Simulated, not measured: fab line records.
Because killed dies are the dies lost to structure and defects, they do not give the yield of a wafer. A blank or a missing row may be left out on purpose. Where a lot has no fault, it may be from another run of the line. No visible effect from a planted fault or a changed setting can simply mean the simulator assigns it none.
fab line records    flow nandHarc
record lots=6  wafers=17  lastDay=33
route steps=1302 shown A_STAIRCASE@761 A_SGD_CUT@904 END@1302
lots that met no fault: taken from a fault-free run of the same line
startH: start of the lot's first displayed wafer, in hours after the record's first day    waitH: hours from the lot's prior step to this one    " repeats the value in the row above    L1.1+2: one row covering several wafers at once    - no value, or no start was given    * or withheld: withheld    < > ~ a bound
route shown NAME@n: NAME is a module with steps in the file, n the number in the route of the first one    usual: the fault-free wafers' mean and standard deviation    same: alike in all rows    chamber/n: place in a boat    sites: readings site by site    _std_site: standard deviation across them    _edge_site: outer sites' mean less inner sites'    radiusMm: how far each site lies from the wafer's centre    mask NAME#n: copy n    behind: the last tool/chamber to shape the wafer    hold: why the lot was held/for how many hours/how that ended    device: whichever transistor did not switch (one of n, p or np)    end of line: the same wafers' tests at the end of the route    a step given without rows: its recipe and nothing more    killed: at the first sort, the dies lost to defects and structure; wafer yield is something else    map: shows each die of a wafer: x if killed, . if not, _ if none is there
set.NAME: the setting as run; set.NAME@STEP: as run at that earlier step    model.NAME: the simulator's own value behind a step, which no gauge read
lots at some steps of the route; a table a step, a row a wafer
services: a tool's chamber out of use, with start hour (startH, from the record's first day; less than 0 if before it), hours out, and reason
## steps
# step NHARC_A_STAIRCASE_EXPOSE_247
# recipe na=0.5  doseMj=25.34  maskId=SDS_1
# step NHARC_A_STAIRCASE_PEB_248
# recipe pebTempC=115  pebTimeS=130
# step NHARC_A_STAIRCASE_DEVELOP_249
# recipe timeS=140
# step NHARC_A_STAIRCASE_HARDBAKE_251
# recipe tempC=120  timeS=140
# step NHARC_A_STAIRCASE_DESCUM_252
# recipe timeS=3  o2FlowSccm=200  arFlowSccm=0  biasPowerW=0  chemistry=O2
# usual drypumpMotorCurrentA=5.7/0.34  oesProductAu=0.999/0.011  rfVppV=57.6/0.92  showerheadPlenumPTorr=1.88/0.095  throttleValvePct=11.310/0.0092
lot.wafer  tool        chamber  startH  waitH  drypumpMotorCurrentA  oesProductAu  rfHoursCounterH  rfVppV  showerheadPlenumPTorr  throttleValvePct
L703.3     rieDiel-12  0        396.43  -      5.6                   1.014         43               57.9    1.80                   11.313
L703.4     "           3        "       "      5.9                   0.987         39               57.7    1.92                   11.302
L703.5     "           1        "       "      5.4                   0.992         -                56.6    1.79                   11.301
L705.3     rieDiel-03  0        426.80  -      5.5                   1.003         46               56.9    1.84                   11.299
L705.5     "           2        "       "      6.1                   1.013         -                56.4    1.79                   11.303
L705.6     "           3        "       "      5.3                   0.984         -                58.0    2.06                   11.309
L712.5     rieDiel-03  1        503.49  -      5.3                   0.994         -                56.6    1.96                   11.306
L712.6     "           2        "       "      6.1                   1.002         -                58.6    1.79                   11.318
L714.2     rieDiel-03  0        514.08  -      5.5                   0.983         13               57.0    1.83                   11.304
L714.1     "           1        "       "      5.3                   0.998         13               57.9    1.96                   11.303
L714.4     "           3        "       "      5.3                   1.006         13               59.0    2.05                   11.314
L718.2     rieDiel-03  0        561.85  -      5.5                   0.992         27               58.4    1.83                   11.308
L718.1     "           1        "       "      5.3                   0.990         30               58.0    1.96                   11.329
L718.6     "           0        "       "      5.5                   0.984         -                56.2    1.83                   11.328
L721.1     rieDiel-13  1        595.70  -      5.4                   0.996         23               56.7    1.79                   11.320
L721.6     "           1        "       "      5.4                   0.993         -                57.8    1.79                   11.312
L721.4     "           2        "       "      6.6                   1.013         -                57.2    1.84                   11.304
# step NHARC_A_STAIRCASE_ETCH_253
# recipe targetDepthA=500  timeS=20.2  ionEnergyEv=400  c4f8FlowSccm=20  o2FlowSccm=10  arFlowSccm=withheld  rfW=600  biasW=1000  chemistry=C4F8/O2
# usual oesProductAu=0.955/0.018  rfVppV=894/6.2
lot.wafer  tool        chamber  startH  waitH  oesProductAu  rfHoursCounterH  rfVppV
L703.3     rieDiel-12  2        396.52  0.1    0.953         31               900
L703.4     "           1        "       "      0.919         41               888
L703.5     "           2        "       "      0.949         -                900
L705.3     rieDiel-03  3        426.88  0.1    0.954         51               905
L705.6     "           1        "       "      0.986         -                899
L705.5     "           2        "       "      0.960         -                887
L712.6     rieDiel-03  2        503.55  0.0    0.954         -                886
L712.5     "           3        "       "      0.972         -                904
L714.1     rieDiel-03  1        514.17  0.1    0.946         13               898
L714.4     "           2        "       "      0.982         13               889
L714.2     "           3        "       "      0.983         13               904
L718.2     rieDiel-03  3        561.94  0.1    0.950         28               906
L718.1     "           1        "       "      0.953         30               900
L718.6     "           3        "       "      0.949         -                904
L721.1     rieDiel-13  1        595.79  0.1    0.972         23               888
L721.6     "           3        "       "      0.971         -                888
L721.4     "           2        "       "      0.960         -                890
# step NHARC_A_STAIRCASE_STRIP_254
# recipe powerW=1500  tempC=250  chemistry=O2
# step NHARC_A_STAIRCASE_STRIP_255
# recipe timeS=900  tempC=130  chemistry=SPM
# step NHARC_A_STAIRCASE_PRECLEAN_256
# recipe timeS=*  tempC=50  bathAgeMin=0  chemistry=SC1
# step NHARC_A_STAIRCASE_SRD_257
# step NHARC_A_STAIRCASE_HM_DEP_456
# recipe targetThkA=31000  tempC=400  material=aC
# step NHARC_A_STAIRCASE_DEP_259
# recipe targetThkA=300  targetThkNm=30  tempC=400  pressureTorr=3.5  flowSccm=200  rfW=350  material=SiON
# usual heaterPowerW=695/75
lot.wafer  tool      chamber  startH  waitH  heaterPowerW
L703.3     pecvd-04  1        399.29  1.0    882
L703.4     "         0        "       "      734
L703.5     "         2        "       "      606
L705.3     pecvd-03  0        437.24  1.0    624
L705.5     "         1        "       "      622
L705.6     "         0        "       "      630
L712.6     pecvd-03  1        507.16  0.1    640
L712.5     "         2        "       "      653
L714.1     pecvd-03  1        516.95  1.6    553
L714.2     "         0        "       "      615
L714.4     "         2        "       "      685
L718.2     pecvd-02  2        564.81  1.4    665
L718.1     "         0        "       "      773
L718.6     "         0        "       "      750
L721.1     pecvd-03  0        598.84  1.6    564
L721.4     "         1        "       "      663
L721.6     "         2        "       "      659
# step NHARC_A_STAIRCASE_DEHYDRATE_260
# recipe tempC=150  timeS=120
# step NHARC_A_STAIRCASE_HMDS_261
# recipe timeS=30
# step NHARC_A_STAIRCASE_COAT_262
# recipe spinRpm=1200
# step NHARC_A_STAIRCASE_SOFTBAKE_263
# recipe tempC=135  timeS=170
# step NHARC_A_STAIRCASE_EBR_264
# step NHARC_A_STAIRCASE_EXPOSE_265
# recipe na=0.5  doseMj=25.01  maskId=CHOP_200
# step NHARC_A_STAIRCASE_PEB_266
# recipe pebTempC=115  pebTimeS=130
# step NHARC_A_STAIRCASE_DEVELOP_267
# recipe timeS=140
# step NHARC_A_STAIRCASE_HARDBAKE_269
# recipe tempC=120  timeS=140
# step NHARC_A_STAIRCASE_DESCUM_270
# recipe timeS=3  o2FlowSccm=200  arFlowSccm=0  biasPowerW=0  chemistry=O2
# step NHARC_A_STAIRCASE_ETCH_271
# recipe cf4FlowSccm=100  chf3FlowSccm=30  arFlowSccm=0  rfW=500  biasW=200  chemistry=CF4/CHF3
# step NHARC_A_STAIRCASE_HM_OPEN_457
# recipe o2FlowSccm=400  cosFlowSccm=20  arFlowSccm=0  rfW=500  biasW=300  chemistry=O2/COS
# usual cosFlowSccm=20.00/0.057  drypumpMotorCurrentA=5.7/0.38  oesProductAu=1.001/0.011  rfVppV=466/3.5  showerheadPlenumPTorr=3.08/0.16  throttleValvePct=28.330/0.0098
lot.wafer  tool        chamber  startH  waitH  cosFlowSccm  drypumpMotorCurrentA  oesProductAu  rfHoursCounterH  rfVppV  showerheadPlenumPTorr  throttleValvePct
L703.4     rieDiel-13  2        -       -      20.04        6.6                   1.004         18               466     3.05                   28.323
L703.3     "           1        "       "      20.04        5.4                   1.005         18               464     2.96                   28.332
L703.5     "           2        "       "      20.10        6.5                   1.011         -                467     3.05                   28.340
L705.3     rieDiel-13  2        -       -      19.95        6.6                   1.011         31               465     3.04                   28.333
L705.6     "           3        "       "      19.97        5.5                   1.008         -                464     2.96                   28.327
L705.5     "           0        "       "      19.90        5.5                   1.002         -                471     3.36                   28.336
L712.5     rieDiel-03  2        -       -      20.02        6.1                   1.008         -                463     2.93                   28.338
L712.6     "           3        "       "      20.05        5.3                   1.001         -                471     3.34                   28.332
L714.2     rieDiel-03  2        -       -      19.97        6.1                   0.995         14               464     2.93                   28.331
L714.1     "           3        "       "      20.02        5.3                   0.982         13               472     3.33                   28.322
L714.4     "           0        "       "      19.96        5.5                   0.995         14               464     3.00                   28.332
L718.1     rieDiel-03  0        -       -      19.98        5.5                   0.992         27               465     2.99                   28.342
L718.2     "           3        "       "      19.88        5.3                   1.007         28               472     3.33                   28.328
L718.6     "           0        "       "      19.99        5.5                   0.991         -                464     2.99                   28.332
L721.1     rieDiel-12  2        -       -      19.98        6.0                   0.984         47               469     3.19                   28.325
L721.4     "           0        "       "      20.11        5.6                   1.002         38               462     2.93                   28.351
L721.6     "           2        "       "      20.00        6.0                   0.987         -                468     3.20                   28.330
# step NHARC_A_STAIRCASE_STRIP_458
# recipe o2FlowSccm=400  cosFlowSccm=20  arFlowSccm=0  biasW=0  chemistry=O2/COS
# step NHARC_A_STAIRCASE_ETCH_451
# recipe targetDepthA=300  overetchA=30  timeS=16.5  ionEnergyEv=100  cf4FlowSccm=80  o2FlowSccm=20  arFlowSccm=0  rfW=300  biasW=100  chemistry=CF4/O2
# step NHARC_A_STAIRCASE_ETCH_273
# recipe targetDepthA=1.02e+05  timeS=2468.6  ionEnergyEv=800  c4f8FlowSccm=80  o2FlowSccm=60  arFlowSccm=withheld  rfW=600  biasW=3000  chemistry=C4F8/O2/Ar
# usual oesProductAu=0.934/0.011  rfVppV=1823/13
lot.wafer  tool        chamber  startH  waitH  oesProductAu  rfHoursCounterH  rfVppV
L703.3     rieDiel-13  1        -       -      0.934         19               1813
L703.4     "           2        "       "      0.930         19               1820
L703.5     "           3        "       "      0.932         -                1814
L705.3     rieDiel-13  1        -       -      0.953         29               1815
L705.5     "           3        "       "      0.941         -                1813
L705.6     "           0        "       "      0.933         -                1847
L712.5     rieDiel-03  1        -       -      0.918         -                1833
L712.6     "           2        "       "      0.921         -                1809
L714.4     rieDiel-03  1        -       -      0.930         14               1833
L714.1     "           2        "       "      0.929         14               1811
L714.2     "           3        "       "      0.928         14               1843
L718.1     rieDiel-03  2        -       -      0.942         29               1811
L718.2     "           0        "       "      0.919         27               1815
L718.6     "           1        "       "      0.919         -                1832
L721.4     rieDiel-12  3        -       -      0.928         40               1826
L721.1     "           0        "       "      0.934         39               1809
L721.6     "           3        "       "      0.920         -                1826
# step NHARC_A_STAIRCASE_STRIP_274
# recipe o2FlowSccm=500  arFlowSccm=0  biasW=0  chemistry=O2
# step NHARC_A_STAIRCASE_STRIP_275
# recipe timeS=900  tempC=130  chemistry=SPM
# step NHARC_A_STAIRCASE_PRECLEAN_276
# recipe timeS=*  tempC=50  bathAgeMin=0  chemistry=SC1
# step NHARC_A_STAIRCASE_SRD_277
# step NHARC_A_STAIRCASE_HM_DEP_459
# recipe targetThkA=15000  tempC=400  material=aC
# step NHARC_A_STAIRCASE_DEP_280
# recipe targetThkA=300  targetThkNm=30  tempC=400  pressureTorr=3.5  flowSccm=200  rfW=350  material=SiON
# usual heaterPowerW=703/91
lot.wafer  tool      chamber  startH  waitH  heaterPowerW
L703.3     pecvd-04  2        405.90  1.0    563
L703.4     "         0        "       "      733
L703.5     "         1        "       "      762
L705.3     pecvd-03  2        449.51  1.0    745
L705.5     "         1        "       "      651
L705.6     "         2        "       "      744
L712.5     pecvd-03  0        513.22  0.4    651
L712.6     "         1        "       "      530
L714.1     pecvd-03  2        525.20  1.6    632
L714.2     "         0        "       "      688
L714.4     "         0        "       "      691
L718.2     pecvd-03  1        571.68  1.2    665
L718.1     "         2        "       "      749
L718.6     "         2        "       "      732
L721.1     pecvd-03  1        604.80  1.6    619
L721.4     "         0        "       "      538
L721.6     "         1        "       "      634
# step NHARC_A_STAIRCASE_DEHYDRATE_281
# recipe tempC=150  timeS=120
# step NHARC_A_STAIRCASE_HMDS_282
# recipe timeS=30
# step NHARC_A_STAIRCASE_COAT_283
# recipe spinRpm=1200
# step NHARC_A_STAIRCASE_SOFTBAKE_284
# recipe tempC=135  timeS=170
# step NHARC_A_STAIRCASE_EBR_285
# step NHARC_A_STAIRCASE_EXPOSE_286
# recipe na=0.5  doseMj=25.01  maskId=CHOP_100
# step NHARC_A_SGD_CUT_DESCUM_14
# recipe timeS=3  o2FlowSccm=200  arFlowSccm=0  biasPowerW=0  chemistry=O2
# usual drypumpMotorCurrentA=5.8/0.46  oesProductAu=1.001/0.0097  rfVppV=57.9/0.92  showerheadPlenumPTorr=1.96/0.068  throttleValvePct=11.312/0.009
lot.wafer  tool        chamber  startH  waitH  hold                     drypumpMotorCurrentA  oesProductAu  rfHoursCounterH  rfVppV  showerheadPlenumPTorr  throttleValvePct
L703.3     rieDiel-06  0        459.93  0.1    -                        6.5                   0.989         12               56.7    1.84                   11.302
L703.4     "           1        "       "      -                        5.7                   1.002         12               58.7    2.02                   11.311
L703.5     "           3        "       "      -                        5.3                   1.010         -                57.4    2.01                   11.316
L705.3     rieDiel-06  1        515.82  0.1    -                        5.7                   0.995         2                58.0    2.02                   11.306
L705.5     "           2        "       "      -                        6.1                   1.027         -                58.1    2.01                   11.302
L705.6     "           3        "       "      -                        5.3                   1.002         -                58.7    2.01                   11.314
L712.5     rieDiel-06  3        566.77  1.4    awaitDispo/1.1h/release  5.3                   1.015         -                57.6    2.01                   11.323
L712.6     "           0        "       "      awaitDispo/1.1h/release  6.5                   1.002         -                56.3    1.83                   11.315
L714.1     rieDiel-06  1        582.86  2.3    awaitDispo/2.2h/release  5.7                   0.986         9                57.5    2.02                   11.316
L714.2     "           3        "       "      awaitDispo/2.2h/release  5.3                   1.001         9                59.5    2.01                   11.329
L714.4     "           0        "       "      awaitDispo/2.2h/release  6.5                   0.995         9                57.2    1.83                   11.319
L718.1     rieDiel-05  3        630.56  0.1    -                        5.3                   0.998         1                57.4    1.86                   11.312
L718.2     "           2        "       "      -                        5.5                   0.993         1                59.3    1.98                   11.299
L718.6     "           0        "       "      -                        5.4                   0.998         -                55.9    1.87                   11.304
L721.4     rieDiel-04  2        659.37  0.1    -                        5.4                   0.996         7                58.1    2.02                   11.322
L721.1     "           3        "       "      -                        6.1                   1.011         8                58.0    1.88                   11.319
L721.6     "           1        "       "      -                        6.2                   1.006         -                57.9    2.00                   11.310
# step NHARC_END_SORT_01
# recipe tempC=25
# usual killedAtArray=52/18  killedAtOther=1.2/1.5  killedAtPeriphery=4/3.2  killedDies=57/17  killedOpen=3.1/1.9  killedShort=2.5/1.7
# same grossDies=677
lot.wafer  tool       chamber  startH  waitH  killedAtArray  killedAtOther  killedAtPeriphery  killedDies  killedOpen  killedShort
L703.3     prober-01  0        587.87  3.1    63             1              3                  67          4           3
L703.4     prober-01  0        588.66  3.4    60             2              6                  68          5           1
L703.5     prober-01  0        589.45  3.7    82             3              6                  91          8           4
L714.1     prober-02  0        707.18  2.5    34             1              5                  40          6           2
L714.2     prober-02  0        707.98  2.8    48             1              3                  52          3           5
L714.4     prober-02  0        709.57  3.4    117            1              6                  124         2           1
L712.5     prober-01  0        715.76  3.7    104            1              13                 118         3           2
L712.6     prober-01  0        716.57  4.0    21             1              15                 37          2           2
L718.1     prober-01  0        754.24  2.6    77             1              3                  81          4           0
L718.2     prober-01  0        755.02  2.8    77             4              6                  87          2           5
L718.6     prober-01  0        758.18  3.9    76             3              4                  83          3           6
# killed by level:class
L703.3 A_SLIT:chamberFilmFlake=24 A_CHANNEL_HOLE_D1:chamberFilmFlake=19 A_CHANNEL_HOLE_D2:chamberFilmFlake=8 A_CHANNEL_FILL_D1:chamberFilmFlake=3 A_WL_FILL:geometricParticle:short=2 A_STAIRCASE:chamberFilmFlake=2 P_M1:geometricParticle:open=1 P_M2:geometricParticle:open=1
L703.4 A_CHANNEL_HOLE_D1:chamberFilmFlake=29 A_SLIT:chamberFilmFlake=16 A_CHANNEL_HOLE_D2:chamberFilmFlake=8 A_M0:geometricParticle:open=2 P_ZERO_WELL:chamberFilmFlake=2 P_M0:chamberFilmFlake=2 THIN_TSV:chamberFilmFlake=2 P_CONTACT:geometricParticle:open=1
L703.5 A_CHANNEL_HOLE_D1:chamberFilmFlake=32 A_SLIT:chamberFilmFlake=27 A_CHANNEL_HOLE_D2:chamberFilmFlake=10 P_CONTACT:geometricParticle:open=2 P_M0:geometricParticle:open=2 A_DECK1_JOINT:geometricParticle:open=2 P_ZERO_WELL:chamberFilmFlake=2 A_CONTACT:chamberFilmFlake=2
L714.1 A_CHANNEL_HOLE_D2:chamberFilmFlake=17 A_SLIT:chamberFilmFlake=4 A_CONTACT:chamberFilmFlake=4 A_CHANNEL_HOLE_D1:chamberFilmFlake=3 P_GATE:geometricParticle:open=1 P_CONTACT:geometricParticle:open=1 P_M0:geometricParticle:open=1 A_SOURCE_PLATE:geometricParticle:open=1
L714.2 A_CHANNEL_HOLE_D2:chamberFilmFlake=30 A_CONTACT:chamberFilmFlake=6 A_SLIT:chamberFilmFlake=3 A_CHANNEL_HOLE_D1:chamberFilmFlake=2 P_STI:geometricParticle:short=1 P_M0:geometricParticle:open=1 A_ONON_D1:geometricParticle:open=1 A_ONON_D1:geometricParticle:short=1
L714.4 A_STAIRCASE:unspecified=79 A_CHANNEL_HOLE_D2:chamberFilmFlake=20 A_CHANNEL_HOLE_D1:chamberFilmFlake=8 A_SLIT:chamberFilmFlake=5 P_STI:chamberFilmFlake=2 P_GATE:geometricParticle:open=1 A_CHANNEL_HOLE_D2:geometricParticle:short=1 A_SGD_CUT:geometricParticle:open=1
L712.5 A_STAIRCASE:unspecified=79 A_CHANNEL_HOLE_D1:chamberFilmFlake=12 P_STI:chamberFilmFlake=4 P_BONDPAD:chamberFilmFlake=4 P_GATE:chamberFilmFlake=3 A_CONTACT:chamberFilmFlake=3 A_M0:geometricParticle:open=2 P_M0:chamberFilmFlake=2
L712.6 A_CHANNEL_HOLE_D1:chamberFilmFlake=7 P_BONDPAD:chamberFilmFlake=5 P_M0:chamberFilmFlake=4 P_STI:chamberFilmFlake=3 A_WL_FILL:chamberFilmFlake=3 A_CONTACT:chamberFilmFlake=3 A_SLIT:chamberFilmFlake=2 A_CHANNEL_FILL_D1:chamberFilmFlake=2
L718.1 A_SLIT:chamberFilmFlake=28 A_CHANNEL_HOLE_D2:chamberFilmFlake=23 A_CHANNEL_HOLE_D1:chamberFilmFlake=10 A_CONTACT:chamberFilmFlake=4 P_M1:chamberFilmFlake=3 A_ZERO_WELL:chamberFilmFlake=3 A_CHANNEL_FILL_D1:geometricParticle:open=2 A_DECK1_JOINT:chamberFilmFlake=2
L718.2 A_CHANNEL_HOLE_D2:chamberFilmFlake=31 A_SLIT:chamberFilmFlake=24 A_CHANNEL_HOLE_D1:chamberFilmFlake=9 A_CONTACT:chamberFilmFlake=4 P_M1:chamberFilmFlake=3 THIN_TSV:chamberFilmFlake=3 P_STI:geometricParticle:short=1 P_M0:geometricParticle:open=1
L718.6 A_CHANNEL_HOLE_D2:chamberFilmFlake=29 A_SLIT:chamberFilmFlake=24 A_CHANNEL_HOLE_D1:chamberFilmFlake=9 A_CONTACT:chamberFilmFlake=3 A_CHANNEL_FILL_D1:geometricParticle:short=2 A_CHANNEL_FILL_D2:geometricParticle:short=2 P_M1:chamberFilmFlake=2 A_STAIRCASE:chamberFilmFlake=2
# map L712.5 (x killed, . not)
____________x____________
_________.....xx_________
_______.....xxxx.x_______
______....x.xxxxxxx______
_____.......xxxxxxx._____
____.......xxxxxxxx..____
____.......x.xxxxxxx.____
___.......x.xxxxxxx...___
___....x....xxxxxxx...___
__...........xxxxxxx...__
__.........xxx.xxxxxx.x__
_....x.x.....xxxx..xx..._
_......x.....x.xx..x..x._
_......x.....xxxx......._
_...xxxx................_
_.......x.x...x.x......._
......x..................
.....x...................
.........x...............
.........................
.................x.......
_......x................_
_..........x............_
_.......x...x..........._
_......................._
_.......x..x............_
__.....................__
__.......x.......x.....__
___x.....xx...x.......___
___...................___
____.......x.........____
____.................____
_____..............._____
______.....x.......______
_______..........._______
_________..x...._________
____________.____________
# map L714.4 (x killed, . not)
____________.____________
_________...xx.x_________
_______.....x.xxxx_______
______....x...xxxxx______
_____......xxxxxxx.._____
____........xxxxxxxx.____
____.......xxxxxxxx..____
___........xxxxxxxxx..___
___.......x.xxxxxxxx..___
__..........xxxxxxx....__
__......x...xxxxxxx....__
_.......x....xxxxx....x._
_..x.x.xx..x.xxx....xxx._
_.....xxx....x.........._
_...xxxxxx......x......._
_..xxxxxxx.............._
.......xxx..........x....
...x..x..................
.......x.................
......x..x...............
.........................
_.x....x................_
_x......................_
_.x....................x_
_......................._
_......................._
__.....................__
__.....................__
___........x.x........___
___.............x.....___
____.................____
____.................____
_____..............._____
______.............______
_______..........._______
_________..x...._________
____________.____________
## services
tool        chamber  startH  hours  kind
pecvd-03    -        374.25  13.0   pm
rieDiel-06  2        404.67  1.7    repair
rieDiel-12  2        406.71  10.1   repair
rieDiel-03  2        421.02  1.3    repair
rieDiel-13  3        422.60  3.9    repair
pecvd-03    1        427.09  3.8    repair
pecvd-04    2        445.47  17.1   repair
rieDiel-12  -        445.56  9.0    pm
pecvd-04    -        450.00  13.0   pm
pecvd-03    2        456.21  3.7    repair
rieDiel-03  -        461.01  9.0    pm
rieDiel-06  -        484.23  9.0    pm
rieDiel-06  1        498.65  4.1    repair
rieDiel-13  -        521.62  9.0    pm
rieDiel-12  0        526.03  5.7    repair
rieDiel-03  -        533.13  0.7    repair
rieDiel-12  0        536.48  5.4    repair
rieDiel-03  2        543.29  7.7    repair
pecvd-03    -        555.42  13.0   pm
rieDiel-12  -        590.55  0.9    repair
rieDiel-12  -        625.27  9.0    pm
rieDiel-03  2        625.40  19.0   repair
rieDiel-03  -        638.04  9.0    pm
rieDiel-06  3        648.63  3.7    repair
## key
firstSign step=NHARC_END_SORT_01  reading=killedDies  direction=up  sigmas=3.8  usual=57  struck=121
effect step=NHARC_END_SORT_01  reading=killedAtArray  direction=up  sigmas=3.3  usual=52  struck=110
moreKillsBornAt NHARC_A_STAIRCASE_DEP_259@pecvd-03=158
metAt NHARC_A_STAIRCASE_DEP_259
struckWafers L712.5,L714.4
testerLeftOut L712,L714
fault kind=chamberParticleSource  tool=pecvd-03  chamber=2  onsetH=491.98  steps=NHARC_A_STAIRCASE_DEP_259  ratePerVisitCm2=0.50317  endH=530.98
# testerLeftOut: of these lots the tester's yield and bins aren't shown, on N5 and GAA mostly nor the transistor test; their killed dies are dies lost to structure and defects alone, not to doping, threshold or leakage, so they don't give the yield
